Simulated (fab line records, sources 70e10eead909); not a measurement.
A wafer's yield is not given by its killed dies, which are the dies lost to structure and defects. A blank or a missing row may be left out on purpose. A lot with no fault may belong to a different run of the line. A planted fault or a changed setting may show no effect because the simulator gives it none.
Which tool did it?    flow nand harc    Sampling: 12 lots, 36 wafers, 5 of 1159 route steps

## WHAT EACH GAUGE READ, for each wafer
NHARC_A_CONTACT_OVL_MEAS_43.
lot   measured      on          overlay x nm (nm)  overlay y nm (nm)
L239  day 16 04:50  overlay-02  0.5 0.3 -0.6       -0.3 -0.3 -0.8
L240  day 16 18:04  overlay-02  0.0 1.0 0.5        -0.3 -0.3 -0.6
L241  day 16 20:16  overlay-02  0.6 0.5 0.0        -1.3 -1.2 -1.3
L243  day 17 01:27  overlay-01  -1.5 -0.9 -0.8     0.4 -0.2 0.1
L245  day 17 18:38  overlay-01  -0.4 -0.5 -0.9     -0.5 -0.8 -0.1
L244  day 17 20:50  overlay-02  0.4 -0.1 0.7       -0.7 0.2 0.2
L247  day 18 21:01  overlay-02  0.5 0.1 0.3        0.6 0.2 0.2
L251  day 19 18:28  overlay-01  1.7 1.8 1.1        0.3 0.0 0.1
L253  day 20 08:45  overlay-01  -0.9 -0.6 -1.4     1.6 1.2 1.1
L258  day 21 13:44  overlay-02  1.6 1.4 1.5        0.4 0.1 0.5
L259  day 21 11:33  overlay-01  -1.1 -1.5 -0.7     1.0 0.6 1.2
L260  day 21 16:51  overlay-01  -0.4 -1.6 -1.6     -0.8 -0.2 -1.9

NHARC_END_SORT_01.
lot   measured      on         killed at array  killed at other  killed at periphery  killed dies  killed open  killed short
L253  day 23 12:03  prober-02  22 32 674        0 1 1            5 3 2                27 36 677    4 6 7        3 2 1

## EACH LOT AND THE TOOL THAT RAN IT (in order: tool; ch and the chambers of the sampled wafers; start)
lot   NHARC_A_WL_FILL_ETCHBACK_26       NHARC_A_CONTACT_ETCH_51             NHARC_A_CONTACT_ETCH_118
L239  rie si-06 ch 1,3, day 15 19:05    rie diel-12 ch 1,2, day 16 05:35    har cap etch-01 ch 0,1, day 16 07:01
L240  rie si-01 ch 1,3, day 16 03:58    rie diel-01 ch 0,1,3, day 16 18:56  har cap etch-03 ch 0,1, day 16 20:19
L241  rie si-04 ch 0,2,3, day 16 04:02  rie diel-02 ch 0,1,3, day 16 23:52  har cap etch-01 ch 0,1, day 17 01:13
L243  rie si-01 ch 0,1,2, day 16 14:14  rie diel-02 ch 1,2,3, day 17 02:22  har cap etch-01 ch 0,1, day 17 03:47
L245  rie si-06 ch 1,2,3, day 17 06:38  rie diel-01 ch 1,3, day 17 19:24    har cap etch-03 ch 0,1, day 17 20:44
L244  rie si-01 ch 1,2,3, day 17 06:38  rie diel-01 ch 0,1,3, day 17 21:34  har cap etch-02 ch 0,1, day 17 22:59
L247  rie si-06 ch 1,2, day 18 06:38    rie diel-02 ch 0,1,3, day 18 22:00  har cap etch-02 ch 0,1, day 18 23:18
L251  rie si-04 ch 0,2,3, day 19 04:32  rie diel-02 ch 0,1,3, day 19 19:18  har cap etch-02 ch 0,1, day 19 20:35
L253  rie si-01 ch 2,3, day 19 18:20    rie diel-01 ch 0,1,2, day 20 09:27  har cap etch-03 ch 0,1, day 20 10:52
L258  rie si-04 ch 2,3, day 20 22:01    rie diel-02 ch 1,2, day 21 14:26    har cap etch-02 ch 0,1, day 21 15:51
L259  rie si-01 ch 0,1,2, day 20 22:02  rie diel-02 ch 0,1,3, day 21 12:24  har cap etch-01 ch 0,1, day 21 13:47
L260  rie si-06 ch 0,2,3, day 21 00:59  rie diel-02 ch 1,3, day 21 19:30    har cap etch-01 ch 0, day 21 20:53
- NHARC_A_WL_FILL_ETCHBACK_26: etches the open film in HBr, target depth 52 nm, time 13.3 s.
- NHARC_A_CONTACT_ETCH_51: etches the open film in O2/COS, target depth 3600 nm, time 936 s.
- NHARC_A_CONTACT_ETCH_118: etches the open film in C4F8/O2/Ar, time 94 s, target depth 922 nm.

## WHAT THE TOOLS THEMSELVES READ (means of the sampled wafers that have a number; where no wafer has one, the mark that the record gives instead)
NHARC_A_WL_FILL_ETCHBACK_26.
lot   tool       bias w (W)  drypump motor current A (A)  oes product au (a.u.)  throttle valve pct (%)
L239  rie si-06  59.90       5.6                          1.014                  23.270
L240  rie si-01  60.08       6.1                          0.997                  23.259
L241  rie si-04  60.15       5.6                          0.995                  23.274
L243  rie si-01  59.86       5.7                          0.994                  23.268
L245  rie si-06  59.98       5.7                          1.013                  23.274
L244  rie si-01  60.23       5.9                          1.002                  23.264
L247  rie si-06  59.75       6.0                          1.009                  23.273
L251  rie si-04  59.88       5.6                          0.996                  23.272
L253  rie si-01  59.92       6.2                          0.993                  23.271
L258  rie si-04  60.05       5.4                          0.986                  23.270
L259  rie si-01  60.05       5.8                          1.000                  23.267
L260  rie si-06  60.04       5.9                          1.024                  23.260

NHARC_A_CONTACT_ETCH_51.
lot   tool         bias w (W)  drypump motor current A (A)  o2 flow sccm (sccm)  oes product au (a.u.)  rf vpp V (V)  showerhead plenum p Torr (Torr)  throttle valve pct (%)
L239  rie diel-12  300.3       5.5                          399.4                1.004                  314.2         3.10                             28.325
L240  rie diel-01  299.6       5.8                          400.8                0.999                  314.7         3.12                             28.334
L241  rie diel-02  299.3       6.5                          400.6                0.993                  313.2         3.11                             28.327
L243  rie diel-02  300.7       6.1                          399.8                1.002                  314.8         3.21                             28.325
L245  rie diel-01  299.9       5.9                          398.9                0.995                  314.2         3.10                             28.325
L244  rie diel-01  299.9       5.8                          399.9                1.008                  314.2         3.12                             28.323
L247  rie diel-02  299.4       6.5                          399.8                0.997                  314.2         3.10                             28.319
L251  rie diel-02  299.6       6.4                          399.8                0.998                  314.0         3.09                             28.334
L253  rie diel-01  300.6       5.4                          399.9                0.938                  313.7         3.11                             28.334
L258  rie diel-02  300.3       5.8                          400.0                1.006                  315.7         3.24                             28.335
L259  rie diel-02  300.6       6.4                          399.9                0.994                  314.1         3.09                             28.327
L260  rie diel-02  301.2       6.3                          400.7                1.001                  314.5         3.14                             28.337

NHARC_A_CONTACT_ETCH_118.
lot   tool             oes air line au (a.u.)
L239  har cap etch-01  1.010
L240  har cap etch-03  0.993
L241  har cap etch-01  0.980
L243  har cap etch-01  1.012
L245  har cap etch-03  1.004
L244  har cap etch-02  1.011
L247  har cap etch-02  1.012
L251  har cap etch-02  0.999
L253  har cap etch-03  1.004
L258  har cap etch-02  1.015
L259  har cap etch-01  0.988
L260  har cap etch-01  0.997

## THE ANSWER, worked out from the rows above alone
Rule: usual is defined by the lots themselves. Put in order of their means at a reading, lots are off if they are a third of the lots or fewer, leave a main group of 4 or more, and stand apart from it by a gap of 3 or more times the standard deviation of the main group's means; of several such gaps the widest counts. A main group whose means are all the same, to the digits that the tables above print for the reading, isn't used. A lot without any number at a reading at which 4 lots or more have one is off too. The other lots that the step has rows for count as sound. Order of review: gauges by route order, followed by the tools' own readings, for which a lot's mean as printed above is used. The first step at which some lot is off is used, and at that step the reading that is off furthest; a lot without a number counts as furthest.
Off, at NHARC_A_CONTACT_ETCH_51 on oes product au: L253. For the main group the mean is 1.000 a.u. and the standard deviation 0.0047.
If a tool, at that step or one of the process steps before it, ran each lot that is off and ran no sound lot following the first of them, it fits. One fits: NHARC_A_CONTACT_ETCH_51 on rie diel-01. Its last sound lot is L244 (day 17 21:34), its first lot that is off L253 (day 20 09:27): a fault that began between those two fits.
On the lots that are off, the tool's own readings at NHARC_A_CONTACT_ETCH_51 differ by more than 5 times the standard deviation of the sound lots' means, which bears it out; oes product au reads 0.938 a.u. there versus 1.000 a.u. on the sound lots.

## WHAT THE SIMULATOR HAD PUT IN
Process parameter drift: rie diel-01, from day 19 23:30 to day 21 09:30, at NHARC_A_CONTACT_ETCH_51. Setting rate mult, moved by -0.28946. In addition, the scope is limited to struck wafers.
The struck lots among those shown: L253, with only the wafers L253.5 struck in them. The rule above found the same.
